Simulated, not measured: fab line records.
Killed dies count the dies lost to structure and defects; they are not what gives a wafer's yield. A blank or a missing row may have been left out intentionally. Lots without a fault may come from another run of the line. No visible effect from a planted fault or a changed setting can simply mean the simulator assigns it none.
Which of the tools did it? -- flow nandHarc -- 72 wafers sampled from 24 lots at 1 step of a route of 1159

WHAT THE GAUGES SHOWED, per wafer
NHARC_A_CONTACT_OVL_MEAS_43.
lot,measured,on,overlayXNm (nm),overlayYNm (nm)
L075,day 16 06:40,overlay-01,-0.7 -0.4 0.3,0.6 0.7 0.8
L074,day 16 10:43,overlay-01,1.4 1.2 1.1,0.4 -0.4 -0.1
L077,day 16 20:50,overlay-02,0.6 0.5 0.5,0.4 -0.2 -0.7
L078,day 16 22:08,overlay-01,0.7 0.6 0.9,-0.2 0.3 0.1
L079,day 17 02:06,overlay-02,0.4 0.5 0.5,-0.4 -0.4 -0.2
L076,day 17 02:31,overlay-02,0.2 1.2 1.0,-1.4 -1.1 -1.3
L080,day 17 06:41,overlay-02,0.0 -0.1 -0.3,0.1 -0.1 -0.4
L081,day 18 09:31,overlay-01,0.4 0.8 0.3,-1.4 -1.2 -1.7
L082,day 18 10:10,overlay-01,-0.4 0.2 0.3,0.6 0.4 0.2
L084,day 18 17:17,overlay-02,-0.8 0.0 0.3,-0.6 -0.6 -0.2
L083,day 18 20:49,overlay-02,-0.3 -0.6 -0.2,0.4 0.9 1.3
L088,day 19 12:20,overlay-02,0.1 -0.1 0.2,0.1 -0.2 0.4
L086,day 19 13:29,overlay-02,-0.3 -0.3 -0.4,-1.3 -0.5 -1.0
L085,day 19 16:30,overlay-02,-0.5 -1.0 -0.9,0.0 -0.3 -0.6
L091,day 20 00:57,overlay-01,-0.3 -0.1 -0.2,0.0 -0.3 -0.4
L090,day 20 01:07,overlay-02,0.4 0.9 0.4,0.5 0.7 0.8
L087,day 20 05:08,overlay-02,0.9 0.2 0.8,-0.9 -1.0 -1.1
L089,day 20 06:34,overlay-01,0.3 0.2 0.5,-0.6 -0.1 0.1
L093,day 20 16:12,overlay-02,0.3 0.4 -0.3,0.8 1.0 0.7
L092,day 21 15:30,overlay-02,0.5 0.3 0.2,0.5 -0.4 0.0
L095,day 21 18:50,overlay-01,-0.4 -0.2 -0.1,-1.3 -1.3 -1.3
L096,day 21 19:15,overlay-02,0.1 0.2 0.2,0.0 0.0 -0.3
L094,day 22 04:45,overlay-02,0.9 1.1 1.2,-0.2 -0.2 0.1
L097,day 22 06:29,overlay-01,0.6 0.7 1.3,1.6 1.4 1.2

EACH LOT AND THE TOOL THAT RAN IT (in order: tool; ch and the chambers of the sampled wafers; start)
Record: no process step prior to these readings.

AS READ BY THE TOOLS THEMSELVES (means over the sampled wafers that have a number; for cases with no such wafer, the mark the record gives instead)
The record holds no such reading with a usual standard deviation.

THE ANSWER, worked out from the rows above alone
Rule: the lots themselves supply what counts as usual. Put in order of their means at a reading, lots are off if they are a third of the lots or fewer, leave a main group of 4 or more, and stand apart from it by a gap of 3 or more times the standard deviation of the main group's means; of several such gaps the widest counts. A main group is skipped when, at the precision printed for the reading in the tables above, its means are all equal. A lot without any number at a reading at which 4 lots or more have one is off too. All remaining lots with rows at the step are treated as sound. After the gauges, taken in route order, come the tools' own readings; for these a lot's mean is taken, as printed above. The first step at which some lot is off is used, and at that step the reading that is off furthest; a lot without a number counts as furthest.
No lot is off on any of the readings shown, so nothing can be concluded from this.

WHAT THE SIMULATOR HAD INSERTED
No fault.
